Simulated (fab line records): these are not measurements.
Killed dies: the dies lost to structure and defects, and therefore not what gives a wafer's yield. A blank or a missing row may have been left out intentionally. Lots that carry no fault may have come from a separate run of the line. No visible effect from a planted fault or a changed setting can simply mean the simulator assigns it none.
Which tool did it? -- flow nand_harc -- 36 wafers from 12 lots sampled at 6 of the route's 1302 steps

== WHAT THE GAUGES SHOWED, per wafer ==
NHARC_A_SOURCE_PLATE_THK_MEAS_09: measures by ellipsometry. Usual: 9.6 nm for thk_nm, sd 0.95.
lot,measured,on,thk_nm (nm),flag
L749,day 8 01:07,film_metro-02,11.0 11.4 10.9,
L750,day 8 09:38,film_metro-01,11.9 10.1 11.6,
L751,day 8 19:07,film_metro-01,9.7 10.7 10.6,
L752,day 9 04:35,film_metro-02,8.6 10.5 7.9,
L753,day 9 14:02,film_metro-01,8.7 10.3 9.9,
L754,day 10 06:43,film_metro-01,10.1 10.7 7.4,
L755,day 10 06:43,film_metro-02,9.2 9.9 9.0,
L758,day 11 21:19,film_metro-02,15.8 15.6 16.1,OFF
L763,day 14 07:19,film_metro-01,16.8 15.9 14.7,OFF
L765,day 14 14:16,film_metro-01,9.8 9.0 11.0,
L766,day 15 13:43,film_metro-02,15.3 16.2 14.6,OFF
L768,day 16 06:55,film_metro-01,9.8 9.0 8.8,

NHARC_A_ONON_D1_THK_MEAS_02: measures by ellipsometry. Usual: 1001 nm for thk_nm, sd 8.9.
lot,measured,on,thk_nm (nm),flag
L749,day 8 14:17,film_metro-01,998 998 996,
L750,day 8 22:52,film_metro-02,1001 1000 1001,
L751,day 9 09:35,film_metro-02,997 997 995,
L752,day 9 18:18,film_metro-02,991 992 991,
L753,day 10 03:46,film_metro-01,993 994 992,
L754,day 10 20:31,film_metro-01,1010 1011 1009,
L755,day 10 20:31,film_metro-02,1000 998 1000,
L758,day 12 07:15,film_metro-02,1005 1006 1006,
L763,day 14 16:12,film_metro-02,989 991 989,
L765,day 15 05:04,film_metro-01,1004 1006 1005,
L766,day 15 22:02,film_metro-01,1001 1003 1002,
L768,day 16 20:09,film_metro-01,1013 1014 1014,

NHARC_END_SORT_01. Usual: killed_at_array 52, standard deviation 17; killed_at_other 0.8, standard deviation 1.1; killed_at_periphery 3.2, standard deviation 2.2; killed_dies 57, standard deviation 17; killed_open 3.4, standard deviation 1.8; killed_short 2.4, standard deviation 1.6.
lot,measured,on,killed_at_array,killed_at_other,killed_at_periphery,killed_dies,killed_open,killed_short,flag
L766,day 33 00:23,prober-01,37,0,2,39,2,1,

== TOOL THAT RAN EACH LOT (tool first, then ch and the chambers of the sampled wafers, then the start) ==
lot,NHARC_P_BONDPAD_DEGAS_25,NHARC_P_BONDPAD_ACTIVATE_29,NHARC_A_SOURCE_PLATE_OXIDE_02
L749,"pvd_sputter-03, day 7 15:32","rie_diel-12 ch 0,1,2, day 7 17:13","furnace-06 ch 0, day 7 21:05"
L750,"pvd_sputter-02, day 7 22:11","rie_diel-02 ch 1,2,3, day 8 00:07","furnace-06 ch 0, day 8 05:35"
L751,"pvd_sputter-01, day 8 04:15","rie_diel-02 ch 1,2,3, day 8 05:58","furnace-05 ch 0, day 8 15:05"
L752,"pvd_sputter-01, day 8 17:01","rie_diel-12 ch 0,2,3, day 8 18:46","furnace-05 ch 0, day 9 00:34"
L753,"pvd_sputter-02, day 9 02:19","rie_diel-10 ch 0,1,2, day 9 04:01","furnace-05 ch 0, day 9 10:02"
L754,"pvd_sputter-02, day 9 19:31","rie_diel-12 ch 0,2, day 9 21:12","furnace-06 ch 0, day 10 02:37"
L755,"pvd_sputter-03, day 9 19:59","rie_diel-02 ch 0,1, day 9 21:40","furnace-06 ch 0, day 10 02:37"
L758,"pvd_sputter-03, day 11 05:52","rie_diel-12 ch 0,2,3, day 11 07:33","furnace-06, day 11 13:02 and furnace-01 ch 0, day 11 16:58"
L763,"pvd_sputter-02, day 13 15:03","rie_diel-12 ch 1,2, day 13 16:45","furnace-05 ch 0, day 13 22:44 and furnace-01 ch 0, day 14 02:54"
L765,"pvd_sputter-01, day 14 02:31","rie_diel-12 ch 0,2,3, day 14 04:16","furnace-05 ch 0, day 14 10:13"
L766,"pvd_sputter-02, day 14 20:16","rie_diel-12 ch 0,2,3, day 14 21:56","furnace-06 ch 0, day 15 03:38 and furnace-01 ch 0, day 15 09:18"
L768,"pvd_sputter-02, day 15 18:49","rie_diel-02 ch 0,2, day 15 20:29","furnace-01 ch 0, day 16 02:50"
- NHARC_P_BONDPAD_DEGAS_25: time 60 s.
- NHARC_P_BONDPAD_ACTIVATE_29: chemistry N2, time 60 s.
- NHARC_A_SOURCE_PLATE_OXIDE_02: material SiO2, target thk 10 nm, ox time 1362 s.

== WHAT THE TOOLS THEMSELVES READ (means of the sampled wafers that have a number; where no wafer has one, the mark that the record gives instead) ==
NHARC_P_BONDPAD_DEGAS_25. Usual: 465 W for heater_power_w, sd 47.
lot,tool,heater_power_w (W),flag
L749,pvd_sputter-03,462,
L750,pvd_sputter-02,480,
L751,pvd_sputter-01,501,
L752,pvd_sputter-01,467,
L753,pvd_sputter-02,502,
L754,pvd_sputter-02,494,
L755,pvd_sputter-03,467,
L758,pvd_sputter-03,445,
L763,pvd_sputter-02,456,
L765,pvd_sputter-01,465,
L766,pvd_sputter-02,499,
L768,pvd_sputter-02,481,

NHARC_P_BONDPAD_ACTIVATE_29. Usual: drypump_motor_current_A 5.6 A, standard deviation 0.5; oes_product_au 1.001 a.u., standard deviation 0.0083; rf_vpp_V 64.0 V, standard deviation 0.91; showerhead_plenum_p_Torr 1.74 Torr, standard deviation 0.079.
lot,tool,drypump_motor_current_A (A),oes_product_au (a.u.),rf_vpp_V (V),showerhead_plenum_p_Torr (Torr),flag
L749,rie_diel-12,5.4,0.998,63.6,1.74,
L750,rie_diel-02,5.6,0.993,64.4,1.81,
L751,rie_diel-02,5.6,0.999,65.5,1.81,
L752,rie_diel-12,5.6,1.008,63.9,1.67,
L753,rie_diel-10,6.0,0.986,63.4,1.75,
L754,rie_diel-12,5.6,1.009,64.3,1.67,
L755,rie_diel-02,5.2,1.004,63.9,1.75,
L758,rie_diel-12,5.6,0.995,63.2,1.67,
L763,rie_diel-12,5.6,1.004,62.9,1.75,
L765,rie_diel-12,5.6,1.012,63.0,1.67,
L766,rie_diel-12,5.7,0.997,63.0,1.67,
L768,rie_diel-02,5.4,0.995,64.6,1.82,

NHARC_A_SOURCE_PLATE_OXIDE_02. Usual: zone_power_bottom_pct 26.5 %, standard deviation 1.6; zone_power_centre_pct 19.0 %, standard deviation 1.5.
lot,tool,zone_power_bottom_pct (%),zone_power_centre_pct (%),flag
L749,furnace-06,28.1,20.7,
L750,furnace-06,28.0,20.6,
L751,furnace-05,25.4,17.3,
L752,furnace-05,25.4,17.3,
L753,furnace-05,25.8,17.4,
L754,furnace-06,28.2,20.4,
L755,furnace-06,28.0,20.6,
L758,furnace-06/furnace-01,25.8,19.6,
L763,furnace-05/furnace-01,24.8,18.1,
L765,furnace-05,25.6,17.4,
L766,furnace-06/furnace-01,25.9,19.6,
L768,furnace-01,23.9,18.8,

== THE ANSWER, worked out from the rows above alone ==
Rule: take the mean of a lot's wafers that have a number; if it is more than 3 standard deviations from the usual mean, the lot is off. Also off: a lot with no number at a reading for which 4 or more lots have one. The other lots that the step has rows for count as sound. First the gauges in route order, then the tools' own readings, where a lot's mean is used as printed above. The first step at which some lot is off is used, and at that step the reading that is off furthest; a lot without a number counts as furthest.
Off, at NHARC_A_SOURCE_PLATE_THK_MEAS_09 on thk_nm: L758, L763, L766.
If a tool, at a process step before that reading, ran all the lots that are off and no sound lot after the first of them, it fits. Gauges at NHARC_A_SOURCE_PLATE_THK_MEAS_09: tried the same way as those tools. Of those tried, none fits.

== WHAT THE SIMULATOR PUT IN ==
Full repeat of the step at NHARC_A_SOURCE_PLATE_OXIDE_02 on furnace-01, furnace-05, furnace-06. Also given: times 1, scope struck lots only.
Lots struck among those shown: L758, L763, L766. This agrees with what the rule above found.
